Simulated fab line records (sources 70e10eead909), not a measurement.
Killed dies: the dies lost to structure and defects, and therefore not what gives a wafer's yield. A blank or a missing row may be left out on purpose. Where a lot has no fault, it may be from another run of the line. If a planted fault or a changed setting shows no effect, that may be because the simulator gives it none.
fab line records	flow nand-harc	part 1 of 2: steps 1 to 4 of 6
[record] lots = 24	wafers = 72	last-day = 33
route steps=1302 shown P_GATE@144 P_CONTACT@232
lots untouched by any fault: they come from a run of this same line in which no faults occurred
start-h: start of the lot's first displayed wafer, in hours after the record's first day	wait-h: hours elapsed since this lot's preceding step	" the same as in the row above	L1.1+2: a row that stands for several wafers	- no value present, or no start provided	* or withheld: withheld	< > ~ a bound
route shown NAME@n: NAME is a module with steps in the file, n the number in the route of the first one	usual: mean/standard deviation taken from wafers without a fault	same: alike in all rows	chamber/n: place in a boat	sites: the reading at each site	_std_site: standard deviation across them	_edge_site: outer sites' mean less inner sites'	radius-mm: how far each site lies from the wafer's centre	mask NAME#n: copy n	behind: the last tool/chamber to shape the wafer	hold: reason for holding the lot/hours on hold/outcome of the hold	device: the n, p or np transistor that did not switch	end of line: the tests these same wafers got at the end of their route	for a step that has no rows: nothing shown but its recipe	killed: not the wafer's yield, but the dies lost to structure and defects at the first sort	map: per-die view of a wafer (x killed, . not killed, _ where there is no die)
set.NAME: the run value of the setting; set.NAME@STEP: its run value at that earlier step	model.NAME: the simulator's own value behind a step, which no gauge read
steps of the route over a sample of lots; a table a step, a row a wafer
services: a tool's chamber out of use, with start hour (start-h, from the record's first day; less than 0 if before it), hours out, and reason
[[steps]]
[step NHARC_P_GATE_DESCUM_31]
[recipe] time-s = 3	o2-flow-sccm = 200	ar-flow-sccm = 0	bias-power-w = 0	chemistry = O2
[usual] drypump-motor-current-A = 6.0/0.46	oes-product-au = 1.002/0.013	rf-vpp-V = 57.7/0.83	showerhead-plenum-p-Torr = 1.93/0.054	throttle-valve-pct = 11.310/0.0084
lot.wafer	tool	chamber	start-h	wait-h	drypump-motor-current-A	oes-product-au	rf-hours-counter-h	rf-vpp-V	showerhead-plenum-p-Torr	throttle-valve-pct
L074.1	rie-diel-06	1	103.14	0.1	6.7	1.010	6	58.7	1.95	11.312
L074.3	"	3	"	"	6.0	1.008	5	58.7	2.00	11.310
L074.6	"	1	"	"	6.7	1.014	-	58.2	1.95	11.310
L075.2	rie-diel-09	2	103.24	0.1	5.7	1.008	8	58.2	1.90	11.322
L075.4	"	3	"	"	5.5	1.026	8	58.5	1.99	11.316
L075.6	"	3	"	"	5.5	1.018	-	58.3	1.98	11.320
L076.4	rie-diel-10	2	115.95	0.1	6.7	0.992	2	57.1	1.88	11.305
L076.6	"	1	"	"	5.9	0.965	-	57.5	1.88	11.315
L076.5	"	2	"	"	6.7	1.001	-	56.0	1.88	11.310
L077.1	rie-diel-09	3	131.12	0.1	5.5	1.008	10	57.2	1.98	11.306
L077.5	"	2	"	"	5.8	1.010	-	57.6	1.90	11.322
L077.6	"	3	"	"	5.5	0.999	-	58.9	1.98	11.311
L078.3	rie-diel-09	1	137.81	0.1	5.4	1.022	12	58.0	1.94	11.313
L078.1	"	3	"	"	5.5	1.001	11	58.9	1.98	11.309
L078.5	"	2	"	"	5.8	1.002	-	57.7	1.90	11.307
L079.3	rie-diel-09	0	142.34	0.1	5.5	1.013	11	58.3	1.85	11.289
L079.1	"	1	"	"	5.4	1.018	12	56.9	1.94	11.314
L079.5	"	2	"	"	5.8	1.008	-	57.9	1.90	11.315
L080.4	rie-diel-06	1	161.30	0.1	6.7	1.013	2	58.0	1.95	11.317
L080.6	"	1	"	"	6.7	1.010	-	58.5	1.95	11.316
L080.5	"	2	"	"	5.8	1.006	-	55.3	1.84	11.312
L081.1	rie-diel-10	3	177.72	0.1	6.1	0.987	5	58.3	1.92	11.314
L081.4	"	0	"	"	6.4	0.990	6	57.4	2.01	11.312
L081.5	"	3	"	"	6.1	0.988	-	57.1	1.92	11.310
L082.1	rie-diel-09	3	182.05	0.1	5.5	0.994	2	57.3	1.98	11.302
L082.4	"	1	"	"	5.4	1.014	2	57.8	1.94	11.326
L082.5	"	2	"	"	5.8	1.005	-	57.1	1.90	11.300
L083.3	rie-diel-09	1	191.43	0.1	5.4	1.013	3	57.8	1.94	11.324
L083.2	"	2	"	"	5.8	1.002	2	56.4	1.90	11.316
L083.6	"	3	"	"	5.5	0.994	-	56.8	1.98	11.319
L084.1	rie-diel-10	1	208.82	0.1	5.9	0.992	8	58.6	1.87	11.311
L084.5	"	2	"	"	6.7	0.986	-	57.3	1.88	11.324
L084.6	"	3	"	"	6.1	0.979	-	56.9	1.92	11.306
L085.2	rie-diel-09	1	209.44	0.1	5.4	1.024	3	58.4	1.94	11.312
L085.3	"	2	"	"	5.8	1.000	2	59.6	1.90	11.307
L085.6	"	2	"	"	5.8	1.010	-	57.1	1.90	11.302
L087.1	rie-diel-10	1	222.62	0.1	5.9	0.991	10	57.0	1.87	11.323
L087.6	"	1	"	"	5.9	0.989	-	57.6	1.87	11.332
L087.5	"	2	"	"	6.7	0.993	-	57.6	1.88	11.322
L086.1	rie-diel-06	3	223.15	0.1	6.0	0.978	4	57.8	1.99	11.309
L086.3	"	1	"	"	6.7	1.010	4	57.8	1.95	11.310
L086.5	"	0	"	"	5.5	1.002	-	57.4	1.98	11.308
L089.4	rie-diel-06	1	239.37	0.1	6.7	1.007	5	57.2	1.95	11.304
L089.2	"	3	"	"	6.0	0.991	5	57.3	1.99	11.310
L089.5	"	0	"	"	5.5	0.993	-	58.3	1.98	11.328
L088.3	rie-diel-10	1	240.13	0.1	5.9	0.994	10	57.1	1.87	11.292
L088.1	"	3	"	"	6.1	0.992	9	58.0	1.92	11.298
L088.4	"	0	"	"	6.4	0.999	10	57.1	2.01	11.311
L090.3	rie-diel-09	0	261.40	0.1	5.5	1.010	7	57.2	1.85	11.303
L090.2	"	2	"	"	5.7	1.011	6	58.1	1.90	11.304
L090.6	"	0	"	"	5.5	1.013	-	57.6	1.85	11.307
L091.1	rie-diel-06	0	262.78	0.1	5.5	1.017	6	59.1	1.98	11.311
L091.4	"	1	"	"	6.7	1.021	6	57.6	1.95	11.294
L091.5	"	2	"	"	5.8	1.002	-	58.7	1.84	11.314
L092.1	rie-diel-06	1	279.41	0.1	6.7	1.006	6	57.3	1.95	11.318
L092.4	"	2	"	"	5.8	0.996	6	56.3	1.84	11.312
L092.2	"	0	"	"	5.5	1.008	7	58.5	1.98	11.324
L093.2	rie-diel-10	2	283.99	0.1	6.7	1.010	3	56.3	1.87	11.310
L093.4	"	3	"	"	6.1	0.995	3	58.6	1.92	11.322
L093.6	"	1	"	"	5.9	0.990	-	57.6	1.87	11.308
L094.2	rie-diel-06	0	296.31	0.1	5.5	1.006	7	57.2	1.98	11.308
L094.3	"	3	"	"	6.0	0.986	7	58.1	1.99	11.304
L094.5	"	1	"	"	6.7	1.004	-	58.3	1.95	11.314
L095.3	rie-diel-10	3	312.74	0.1	6.1	0.985	5	57.8	1.92	11.299
L095.4	"	3	"	"	6.1	0.981	-	57.5	1.92	11.306
L095.5	"	2	"	"	6.7	1.009	-	57.2	1.87	11.320
L096.3	rie-diel-10	2	322.83	0.1	6.7	1.004	6	58.8	1.87	11.318
L096.2	"	0	"	"	6.4	0.998	5	57.0	2.01	11.314
L096.5	"	2	"	"	6.7	1.005	-	57.8	1.87	11.333
L097.3	rie-diel-06	0	323.49	0.1	5.5	1.004	0	58.2	1.98	11.294
L097.2	"	1	"	"	6.7	1.006	0	56.3	1.95	11.315
L097.5	"	3	"	"	6.0	1.021	-	58.6	1.99	11.307
[step NHARC_P_GATE_DESCUM_48]
[recipe] time-s = 3	o2-flow-sccm = 200	ar-flow-sccm = 0	bias-power-w = 0	chemistry = O2
[usual] drypump-motor-current-A = 6.1/0.42	oes-product-au = 0.997/0.013	rf-vpp-V = 57.8/0.78	showerhead-plenum-p-Torr = 1.92/0.057	throttle-valve-pct = 11.310/0.0094
lot.wafer	tool	chamber	start-h	wait-h	drypump-motor-current-A	oes-product-au	rf-hours-counter-h	rf-vpp-V	showerhead-plenum-p-Torr	throttle-valve-pct
L074.3	rie-diel-10	1	115.07	-	5.9	0.974	2	56.8	1.88	11.320
L074.1	"	3	"	"	6.1	0.978	2	59.4	1.92	11.301
L074.6	"	0	"	"	6.4	0.983	-	58.4	2.01	11.313
L075.4	rie-diel-06	1	115.22	-	6.7	1.007	7	56.5	1.95	11.318
L075.2	"	0	"	"	5.5	0.989	7	57.5	1.98	11.317
L075.6	"	1	"	"	6.7	1.002	-	57.4	1.96	11.317
L076.4	rie-diel-10	0	128.03	-	6.4	0.995	2	57.5	2.01	11.312
L076.5	"	2	"	"	6.7	1.004	-	57.6	1.88	11.290
L076.6	"	3	"	"	6.1	0.986	-	57.2	1.92	11.314
L077.1	rie-diel-09	3	142.87	-	5.5	1.011	11	57.4	1.98	11.304
L077.5	"	2	"	"	5.7	0.999	-	58.2	1.90	11.315
L077.6	"	3	"	"	5.5	1.007	-	58.3	1.98	11.313
L078.1	rie-diel-10	2	149.84	-	6.7	0.998	4	58.0	1.88	11.310
L078.3	"	0	"	"	6.4	0.991	3	58.5	2.01	11.318
L078.5	"	2	"	"	6.8	0.990	-	57.3	1.88	11.299
L079.3	rie-diel-10	1	156.33	-	5.8	0.999	3	58.5	1.88	11.303
L079.1	"	2	"	"	6.7	0.985	5	58.1	1.88	11.314
L079.5	"	0	"	"	6.4	0.982	-	59.2	2.01	11.316
L080.4	rie-diel-10	1	173.23	-	5.9	0.994	5	57.6	1.88	11.302
L080.5	"	3	"	"	6.1	0.993	-	58.2	1.92	11.314
L080.6	"	0	"	"	6.4	0.998	-	57.4	2.01	11.321
L081.1	rie-diel-10	2	189.53	-	6.7	0.990	6	57.9	1.88	11.315
L081.5	"	3	"	"	6.1	0.986	-	58.2	1.92	11.318
L081.4	"	0	"	"	6.4	0.990	-	58.2	2.01	11.316
L082.4	rie-diel-06	2	194.02	-	5.8	0.998	3	57.5	1.84	11.298
L082.1	"	0	"	"	5.6	1.008	3	57.7	1.98	11.300
L082.5	"	2	"	"	5.8	0.999	-	56.9	1.84	11.295
L083.2	rie-diel-10	3	203.40	-	6.1	0.988	8	56.9	1.92	11.307
L083.3	"	0	"	"	6.4	1.004	9	58.5	2.01	11.294
L083.6	"	0	"	"	6.4	0.995	-	57.9	2.01	11.318
L084.1	rie-diel-06	1	220.79	-	6.7	1.010	4	57.9	1.95	11.294
L084.6	"	2	"	"	5.8	1.001	-	57.3	1.84	11.315
L084.5	"	3	"	"	6.0	0.995	-	57.6	1.99	11.317
L085.3	rie-diel-10	1	223.65	-	5.9	0.990	10	58.1	1.87	11.319
L085.2	"	0	"	"	6.4	0.990	10	58.0	2.01	11.317
L085.6	"	1	"	"	5.9	0.991	-	56.7	1.87	11.312
L087.1	rie-diel-09	2	234.56	-	5.7	1.009	4	57.9	1.90	11.308
L087.5	"	3	"	"	5.5	0.990	-	58.6	1.98	11.302
L087.6	"	0	"	"	5.5	1.011	-	56.7	1.85	11.303
L086.1	rie-diel-10	1	235.13	-	5.9	0.980	10	58.1	1.87	11.306
L086.3	"	2	"	"	6.7	0.984	10	57.4	1.88	11.306
L086.5	"	1	"	"	5.9	0.978	-	58.1	1.87	11.317
L089.2	rie-diel-09	2	251.41	-	5.8	1.013	5	55.6	1.90	11.313
L089.4	"	0	"	"	5.5	1.010	6	58.7	1.85	11.311
L089.5	"	1	"	"	5.4	1.030	-	57.1	1.94	11.317
L088.4	rie-diel-10	1	252.15	-	5.9	0.981	0	58.7	1.87	11.318
L088.3	"	2	"	"	6.7	1.009	0	58.5	1.88	11.308
L088.1	"	3	"	"	6.1	0.992	0	56.4	1.92	11.304
L090.2	rie-diel-10	1	273.37	-	5.9	0.987	2	57.4	1.87	11.314
L090.3	"	3	"	"	6.1	0.987	2	59.5	1.92	11.308
L090.6	"	1	"	"	5.9	0.970	-	58.1	1.87	11.311
L091.1	rie-diel-10	2	274.74	-	6.7	1.009	2	57.6	1.88	11.290
L091.4	"	1	"	"	5.9	0.983	2	58.0	1.87	11.299
L091.5	"	2	"	"	6.7	1.004	-	56.9	1.88	11.295
L092.2	rie-diel-10	1	291.31	-	5.9	0.988	4	57.3	1.87	11.304
L092.4	"	3	"	"	6.1	0.990	5	57.5	1.92	11.314
L092.1	"	0	"	"	6.4	0.990	4	57.7	2.01	11.297
L093.4	rie-diel-10	2	295.91	-	6.7	0.997	5	56.8	1.87	11.290
L093.2	"	3	"	"	6.1	0.979	5	56.6	1.92	11.309
L093.6	"	2	"	"	6.7	0.995	-	58.1	1.87	11.311
L094.2	rie-diel-10	1	308.09	-	5.8	0.986	5	56.8	1.87	11.318
L094.3	"	2	"	"	6.7	1.012	6	58.4	1.87	11.308
L094.5	"	2	"	"	6.7	1.006	-	57.8	1.87	11.304
L095.4	rie-diel-06	3	324.93	-	6.0	1.023	0	58.1	1.99	11.317
L095.3	"	0	"	"	5.6	1.027	0	57.0	1.98	11.303
L095.5	"	2	"	"	5.8	1.010	-	56.8	1.84	11.320
L096.2	rie-diel-06	3	334.68	-	6.0	1.026	1	57.9	1.99	11.303
L096.3	"	2	"	"	5.8	1.006	1	57.9	1.84	11.315
L096.5	"	0	"	"	5.6	1.007	-	57.6	1.98	11.295
L097.2	rie-diel-09	3	335.44	-	5.5	1.018	0	57.9	1.98	11.299
L097.3	"	3	"	"	5.5	1.020	-	59.1	1.98	11.315
L097.5	"	0	"	"	5.5	1.016	-	57.8	1.84	11.316
[step NHARC_P_GATE_STRIP_95]
[recipe] power-w = 1500	temp-c = 250	chemistry = O2
[usual] drypump-motor-current-A = 5.9/0.49	heater-power-w = 325/35	temp-c = 250.01/0.18
lot.wafer	tool	chamber	start-h	wait-h	drypump-motor-current-A	heater-power-w	rf-hours-counter-h	temp-c
L074.1	plasma-asher-01	0	119.47	0.5	5.6	265	29	249.96
L074.3	"	0	"	"	5.6	274	-	249.82
L074.6	"	0	"	"	5.6	268	-	250.08
L075.2	plasma-asher-02	0	119.78	0.5	6.1	367	7	250.05
L075.4	"	1	"	"	5.2	344	-	249.75
L075.6	"	1	"	"	5.2	351	-	249.99
L076.4	plasma-asher-02	1	132.59	0.3	5.2	339	-	250.16
L076.5	"	0	"	"	6.1	365	-	249.90
L076.6	"	1	"	"	5.2	353	-	250.17
L077.1	plasma-asher-02	0	147.54	0.6	6.1	360	12	250.02
L077.5	"	0	"	"	6.1	360	-	250.09
L077.6	"	1	"	"	5.2	348	-	250.01
L078.1	plasma-asher-01	1	154.30	0.6	6.5	344	35	250.06
L078.3	"	0	"	"	5.6	264	-	249.92
L078.5	"	0	"	"	5.6	277	-	250.20
L079.1	plasma-asher-01	1	161.03	0.6	6.5	334	37	250.18
L079.3	"	0	"	"	5.6	264	-	249.86
L079.5	"	0	"	"	5.6	270	-	250.14
L080.4	plasma-asher-02	1	177.71	0.4	5.2	354	-	250.06
L080.6	"	1	"	"	5.2	349	-	249.88
L080.5	"	0	"	"	6.1	369	-	250.03
L081.1	plasma-asher-01	0	193.97	0.6	5.6	275	4	249.80
L081.4	"	0	"	"	5.6	279	-	249.61
L081.5	"	1	"	"	6.5	338	-	250.04
L082.1	plasma-asher-01	1	198.44	0.5	6.5	342	5	249.89
L082.4	"	1	"	"	6.5	341	-	249.68
L082.5	"	1	"	"	6.5	337	-	249.69
L083.2	plasma-asher-01	1	207.88	0.5	6.5	345	7	250.55
L083.3	"	1	"	"	6.5	349	-	250.29
L083.6	"	1	"	"	6.5	342	-	250.52
L084.1	plasma-asher-01	0	225.29	0.6	5.6	281	10	250.16
L084.5	"	0	"	"	5.6	267	-	250.16
L084.6	"	1	"	"	6.5	326	-	249.48
L085.2	plasma-asher-02	1	227.95	0.5	5.2	351	28	249.85
L085.3	"	1	"	"	5.2	349	-	249.87
L085.6	"	0	"	"	6.1	361	-	249.80
L087.1	plasma-asher-01	1	239.09	0.5	6.5	336	12	250.12
L087.5	"	0	"	"	5.6	276	-	250.33
L087.6	"	1	"	"	6.5	340	-	250.30
L086.1	plasma-asher-02	0	239.67	0.6	6.1	365	31	250.13
L086.3	"	0	"	"	6.1	368	-	249.99
L086.5	"	1	"	"	5.2	346	-	250.05
L089.2	plasma-asher-01	0	255.90	0.6	5.6	276	18	249.99
L089.4	"	0	"	"	5.6	271	-	250.14
L089.5	"	0	"	"	5.6	270	-	249.90
L088.1	plasma-asher-01	1	256.79	0.5	6.5	351	19	250.04
L088.4	"	0	"	"	5.6	278	-	250.07
L088.3	"	1	"	"	6.5	335	-	250.27
L090.2	plasma-asher-02	0	277.80	0.6	6.1	341	5	249.98
L090.3	"	1	"	"	5.2	326	-	249.91
L090.6	"	0	"	"	6.1	343	-	249.96
L091.1	plasma-asher-01	1	279.16	0.6	6.5	348	24	250.22
L091.4	"	1	"	"	6.5	343	-	249.86
L091.5	"	1	"	"	6.5	335	-	249.88
L092.2	plasma-asher-02	1	295.78	0.6	5.2	335	8	249.73
L092.1	"	0	"	"	6.1	350	8	250.19
L092.4	"	1	"	"	5.1	329	-	249.56
L093.2	plasma-asher-01	0	300.52	0.5	5.6	268	28	249.88
L093.4	"	0	"	"	5.6	272	-	250.04
L093.6	"	0	"	"	5.6	273	-	249.89
L094.2	plasma-asher-02	1	312.65	0.5	5.2	339	11	250.04
L094.3	"	0	"	"	6.1	347	-	250.06
L094.5	"	0	"	"	6.1	353	-	249.90
L095.3	plasma-asher-01	1	329.49	0.4	6.5	339	-	250.22
L095.4	"	0	"	"	5.6	281	-	249.88
L095.5	"	0	"	"	5.6	273	-	249.62
L096.2	plasma-asher-01	0	339.18	0.6	5.6	275	35	249.79
L096.3	"	0	"	"	5.6	276	-	249.82
L096.5	"	1	"	"	6.5	345	-	249.99
L097.2	plasma-asher-02	1	339.97	0.6	5.2	332	16	250.00
L097.3	"	1	"	"	5.2	328	-	250.05
L097.5	"	0	"	"	6.1	350	-	250.06
[step NHARC_P_GATE_INSPECT_68]
[usual] raw-defect-count = 201/82
lot.wafer	tool	chamber	start-h	wait-h	raw-defect-count
L074.1	defect-inspect-02	-	121.28	0.2	126
L074.3	"	-	"	"	114
L074.6	"	-	"	"	238
L075.2	defect-inspect-01	-	121.59	0.1	134
L075.4	"	-	"	"	167
L075.6	"	-	"	"	110
L076.4	defect-inspect-02	-	134.38	0.1	121
L076.5	"	-	"	"	167
L076.6	"	-	"	"	177
L077.1	defect-inspect-01	-	149.37	0.2	254
L077.5	"	-	"	"	243
L077.6	"	-	"	"	234
L078.1	defect-inspect-01	-	156.15	0.2	131
L078.3	"	-	"	"	218
L078.5	"	-	"	"	246
L079.1	defect-inspect-01	-	162.88	0.2	236
L079.3	"	-	"	"	377
L079.5	"	-	"	"	219
L080.4	defect-inspect-01	-	179.51	0.1	174
L080.5	"	-	"	"	202
L080.6	"	-	"	"	365
L081.1	defect-inspect-01	-	195.80	0.2	176
L081.4	"	-	"	"	240
L081.5	"	-	"	"	153
L082.1	defect-inspect-02	-	200.25	0.2	218
L082.4	"	-	"	"	158
L082.5	"	-	"	"	309
L083.2	defect-inspect-02	-	209.69	0.1	123
L083.3	"	-	"	"	103
L083.6	"	-	"	"	124
L084.1	defect-inspect-02	-	227.12	0.2	155
L084.5	"	-	"	"	222
L084.6	"	-	"	"	181
L085.2	defect-inspect-01	-	229.77	0.1	130
L085.3	"	-	"	"	135
L085.6	"	-	"	"	117
L087.1	defect-inspect-01	-	241.20	0.2	175
L087.5	"	-	"	"	155
L087.6	"	-	"	"	210
L086.1	defect-inspect-02	-	241.53	0.2	172
L086.3	"	-	"	"	163
L086.5	"	-	"	"	114
L089.2	defect-inspect-02	-	257.89	0.1	389
L089.4	"	-	"	"	376
L089.5	"	-	"	"	366
L088.1	defect-inspect-01	-	258.89	0.2	283
L088.3	"	-	"	"	368
L088.4	"	-	"	"	293
L090.2	defect-inspect-02	-	279.64	0.1	250
L090.3	"	-	"	"	218
L090.6	"	-	"	"	112
L091.1	defect-inspect-01	-	280.99	0.2	201
L091.4	"	-	"	"	167
L091.5	"	-	"	"	155
L092.1	defect-inspect-01	-	297.59	0.2	463
L092.2	"	-	"	"	316
L092.4	"	-	"	"	293
L093.2	defect-inspect-02	-	302.33	0.1	182
L093.4	"	-	"	"	235
L093.6	"	-	"	"	196
L094.2	defect-inspect-02	-	314.46	0.1	103
L094.3	"	-	"	"	111
L094.5	"	-	"	"	254
L095.3	defect-inspect-02	-	331.29	0.1	92
L095.4	"	-	"	"	146
L095.5	"	-	"	"	157
L096.2	defect-inspect-02	-	341.17	0.1	320
L096.3	"	-	"	"	146
L096.5	"	-	"	"	227
L097.2	defect-inspect-02	-	342.13	0.1	231
L097.3	"	-	"	"	227
L097.5	"	-	"	"	359
